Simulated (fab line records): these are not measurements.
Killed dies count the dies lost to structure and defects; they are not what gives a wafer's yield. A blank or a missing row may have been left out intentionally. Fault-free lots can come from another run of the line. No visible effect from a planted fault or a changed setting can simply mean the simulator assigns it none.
Chamber matching | flow n5-finfet | 4 sister chambers for N5_HKMG_FIN_CMP_94 on cmp-03
The step polishes, stops on SiNx, t overpolish 4.7 s, target thk 43.299 nm. 8 wafers are shown with their chamber, then 7 later ones without.

EACH WAFER AND ITS CHAMBER
wafer  | chamber | motor-current-A (A)
L077.1 | 3       | 13.5
L086.1 | 0       | 13.2
L088.2 | 1       | 11.5
L088.6 | 3       | 13.1
L089.2 | 1       | 12.0
L089.6 | 2       | 13.3
L092.1 | 0       | 12.7
L092.4 | 2       | 13.4

WAFERS WITHOUT THEIR CHAMBER
wafer  | motor-current-A (A)
L092.6 | 11.7
L094.1 | 13.8
L094.2 | 12.7
L094.5 | 13.3
L097.2 | 12.0
L097.3 | 13.9
L097.6 | 13.3

EACH ONE'S CHAMBER
wafer  | from the rows above          | in truth
L092.6 | 1                            | 1
L094.1 | can't be placed: 2 or 3 or 0 | 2
L094.2 | can't be placed: 0 or 3 or 2 | 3
L094.5 | can't be placed: 3 or 2 or 0 | 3
L097.2 | 1                            | 1
L097.3 | can't be placed: 2 or 3 or 0 | 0
L097.6 | can't be placed: 3 or 2 or 0 | 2
Correct placement for 2 of the 7. Cannot be placed on the basis of these rows: 5; the candidates contain the true chamber in 5. Number placed wrongly: 0.
How it was worked out, from the rows above alone: a wafer's distance from a chamber is the root of the sum, over the readings, of the square of ((its reading less the chamber's mean) divided by the reading's scatter). The wafer belongs to the nearest chamber; if the next one is less than 2 further off, it can't be placed. The mean given for a chamber averages the wafers shown for that chamber. The scatter: take each reading less its chamber's mean, square it, sum over the shown wafers, divide by the number of wafers less the number of chambers, and take the root.
